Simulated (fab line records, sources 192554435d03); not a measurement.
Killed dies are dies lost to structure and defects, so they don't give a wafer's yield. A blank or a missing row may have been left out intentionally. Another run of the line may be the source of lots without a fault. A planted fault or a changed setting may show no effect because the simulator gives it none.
Split-lot trial ; flow n5-finfet ; 21 wafers read from 7 lots, route of 1938 steps

## THE SPLIT ITSELF
At N5_SD_EPI_P_EXPOSE_06 (exposes mask SD P BLK, target cd 240 nm), the setting dose-mj was moved away from the recipe's 39.5 on 4 of the 21 wafers read, by +2.1% to +6.9%. For the rest of the wafers, this setting stayed at what the recipe calls for.

## FROM THE SPLIT TO THE READING: what the file shows between them, 2 steps
- N5_SD_EPI_P_PEB_07: peb time 60 s
- N5_SD_EPI_P_DEVELOP_08: develop time 30 s

## THE READING
At N5_SD_EPI_P_CD_MEAS_09: cd-nm in nanometres, against a target cd of 240 nm. Typical for fault-free wafers on this fab line: 240.1 nm, with standard deviation 0.63 nm.

wafer;tool, chamber at the split;dose-mj as run;against the recipe;cd-nm, nm;against lot-mates on the recipe
L078.4;arfi-scanner-03, 0;39.5;recipe;239.9;-
L078.5;arfi-scanner-03, 0;39.5;recipe;240.6;-
L078.6;arfi-scanner-03, 0;39.5;recipe;240.0;-
L082.1;arfi-scanner-02, 0;39.5;recipe;240.0;-
L082.3;arfi-scanner-02, 0;40.37;+2.2%;241.0;+0.8
L082.4;arfi-scanner-02, 0;39.5;recipe;240.3;-
L083.1;arfi-scanner-02, 0;39.5;recipe;240.7;-
L083.4;arfi-scanner-02, 0;42.21;+6.9%;244.9;+4.5
L083.5;arfi-scanner-02, 0;39.5;recipe;240.1;-
L086.2;arfi-scanner-01, 0;39.5;recipe;239.8;-
L086.5;arfi-scanner-01, 0;39.5;recipe;240.1;-
L086.6;arfi-scanner-01, 0;39.5;recipe;240.8;-
L091.4;arfi-scanner-03, 0;39.5;recipe;238.9;-
L091.5;arfi-scanner-03, 0;39.5;recipe;239.6;-
L091.6;arfi-scanner-03, 0;39.5;recipe;239.9;-
L095.2;arfi-scanner-01, 0;40.32;+2.1%;241.7;+1.3
L095.3;arfi-scanner-01, 0;39.5;recipe;240.5;-
L095.6;arfi-scanner-01, 0;39.5;recipe;240.3;-
L097.1;arfi-scanner-01, 0;39.5;recipe;238.9;-
L097.2;arfi-scanner-01, 0;39.5;recipe;238.8;-
L097.6;arfi-scanner-01, 0;40.6;+2.8%;241.1;+2.2

FIT RESULTS
A straight line over all 21 wafers: cd-nm changes by +0.679 nm for each +1% of dose-mj; r = +0.89; the points scatter about the line by 0.6 nm.
The same after taking each lot's own level away (the mean of its wafers on the recipe; 21 wafers): +0.654 nm for each +1%; r = +0.96; scatter 0.33 nm.
Per that fit: largest dose-mj move, reading shift of 4.5 nm.
The span of the lots' own levels, 238.85 to 240.40 nm, comes to 2.5 times the standard deviation stated above.
The two slopes agree, so the slope changes little with the lot-to-lot level.
Check: +4.41 nm against its lot-mates is what the line predicts for one of the wafers moved furthest among these (+6.9%) when that wafer is left out of the fit. Against them it came out at +4.5 nm.

## THE WHOLE CHAIN: every reading that the file lists as answering this split, in the file's order
step;what it does;reading;change (the file's fit);r (the file's)
N5_SD_EPI_P_CD_MEAS_09;target cd 240 nm;cd-nm;+0.648 nm for each +1% of the setting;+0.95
N5_SD_EPI_P_DESCUM_14;chemistry O2, time 7.9 s;SD_EPI_P.cd-nm (the simulator's own value, which no gauge read);+0.643 nm for each +1% of the setting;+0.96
N5_SD_EPI_P_ETCH_37;etches SOC in N2/H2, overetch 108 nm, time 486 s;SD_EPI_P.cd-nm (the simulator's own value, which no gauge read);+0.662 nm for each +1% of the setting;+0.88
N5_SD_EPI_P_ETCH_47;etches SiOCN in CH3F/O2, target depth 25 nm;SD_EPI_P.cd-nm (the simulator's own value, which no gauge read);+0.654 nm for each +1% of the setting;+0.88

## THE FILE'S OWN FIT
cd-nm changes by +0.648 nm for each +1% of dose-mj, r = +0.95.
